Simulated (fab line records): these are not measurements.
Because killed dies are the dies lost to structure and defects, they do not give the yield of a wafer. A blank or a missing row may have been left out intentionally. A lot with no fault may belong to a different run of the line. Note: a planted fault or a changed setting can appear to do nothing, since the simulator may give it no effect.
Matching of chambers || flow n5 finfet || N5_BEOL_M2_DEP_57 on pecvd-01: 3 sister chambers
The step deposits SiCN from 3MS/NH3, target thk 8 nm, time 14 s. 14 wafers are shown with their chamber, then 7 later ones without.

== WAFERS PAIRED WITH THEIR CHAMBERS ==
{"wafer": "L079.1", "chamber": 2, "throttle valve pct (%)": 8.6, "showerhead plenum p Torr (Torr)": 3.682}
{"wafer": "L079.2", "chamber": 0, "throttle valve pct (%)": 9.1, "showerhead plenum p Torr (Torr)": 3.677}
{"wafer": "L079.3", "chamber": 1, "throttle valve pct (%)": 9.1, "showerhead plenum p Torr (Torr)": 3.681}
{"wafer": "L086.2", "chamber": 0, "throttle valve pct (%)": 9.0, "showerhead plenum p Torr (Torr)": 3.662}
{"wafer": "L086.5", "chamber": 0, "throttle valve pct (%)": 8.6, "showerhead plenum p Torr (Torr)": 3.664}
{"wafer": "L086.6", "chamber": 1, "throttle valve pct (%)": 9.1, "showerhead plenum p Torr (Torr)": 3.669}
{"wafer": "L087.3", "chamber": 1, "throttle valve pct (%)": 9.3, "showerhead plenum p Torr (Torr)": 3.673}
{"wafer": "L087.5", "chamber": 2, "throttle valve pct (%)": 8.8, "showerhead plenum p Torr (Torr)": 3.678}
{"wafer": "L087.6", "chamber": 1, "throttle valve pct (%)": 9.1, "showerhead plenum p Torr (Torr)": 3.672}
{"wafer": "L090.1", "chamber": 0, "throttle valve pct (%)": 8.7, "showerhead plenum p Torr (Torr)": 3.677}
{"wafer": "L090.3", "chamber": 2, "throttle valve pct (%)": 8.6, "showerhead plenum p Torr (Torr)": 3.681}
{"wafer": "L090.5", "chamber": 1, "throttle valve pct (%)": 9.3, "showerhead plenum p Torr (Torr)": 3.687}
{"wafer": "L094.2", "chamber": 2, "throttle valve pct (%)": 8.9, "showerhead plenum p Torr (Torr)": 3.687}
{"wafer": "L094.4", "chamber": 2, "throttle valve pct (%)": 8.7, "showerhead plenum p Torr (Torr)": 3.675}

SIGNATURES (averages over the wafers above)
{"reading": "throttle valve pct", "chamber 0": 8.850, "chamber 1": 9.180, "chamber 2": 8.720, "scatter within a chamber": 0.161}
{"reading": "showerhead plenum p Torr", "chamber 0": 3.67000, "chamber 1": 3.67640, "chamber 2": 3.68060, "scatter within a chamber": 0.00673}
Rule: for each reading, subtract the chamber's mean from the wafer's reading, divide by that reading's scatter and square the result; add these up over the readings and take the root, which gives the wafer's distance from the chamber. The wafer belongs to the nearest chamber; if the next one is less than 2 further off, it can't be placed. The scatter: the root of (the sum of the squares of (reading less its chamber's mean) over the shown wafers, divided by (wafers less chambers)).

== WAFERS MISSING THEIR CHAMBER ==
{"wafer": "L094.6", "throttle valve pct (%)": 8.8, "showerhead plenum p Torr (Torr)": 3.671}
{"wafer": "L095.1", "throttle valve pct (%)": 9.1, "showerhead plenum p Torr (Torr)": 3.673}
{"wafer": "L095.2", "throttle valve pct (%)": 8.6, "showerhead plenum p Torr (Torr)": 3.672}
{"wafer": "L095.3", "throttle valve pct (%)": 8.6, "showerhead plenum p Torr (Torr)": 3.672}
{"wafer": "L095.4", "throttle valve pct (%)": 9.0, "showerhead plenum p Torr (Torr)": 3.678}
{"wafer": "L095.5", "throttle valve pct (%)": 8.8, "showerhead plenum p Torr (Torr)": 3.672}
{"wafer": "L095.6", "throttle valve pct (%)": 9.0, "showerhead plenum p Torr (Torr)": 3.676}

== WHICH CHAMBER EACH WENT THROUGH ==
{"wafer": "L094.6", "from the rows above": "can't be placed: 0 or 2", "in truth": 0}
{"wafer": "L095.1", "from the rows above": "can't be placed: 1 or 0 or 2", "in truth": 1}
{"wafer": "L095.2", "from the rows above": "can't be placed: 2 or 0", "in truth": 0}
{"wafer": "L095.3", "from the rows above": "can't be placed: 2 or 0", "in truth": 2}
{"wafer": "L095.4", "from the rows above": "can't be placed: 1 or 0 or 2", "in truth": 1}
{"wafer": "L095.5", "from the rows above": "can't be placed: 0 or 2", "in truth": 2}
{"wafer": "L095.6", "from the rows above": "can't be placed: 1 or 0 or 2", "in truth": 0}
Correctly placed: 0 of 7. Unplaceable from these rows: 7, with the true chamber sitting among the candidates in 7. Wrongly placed: 0.
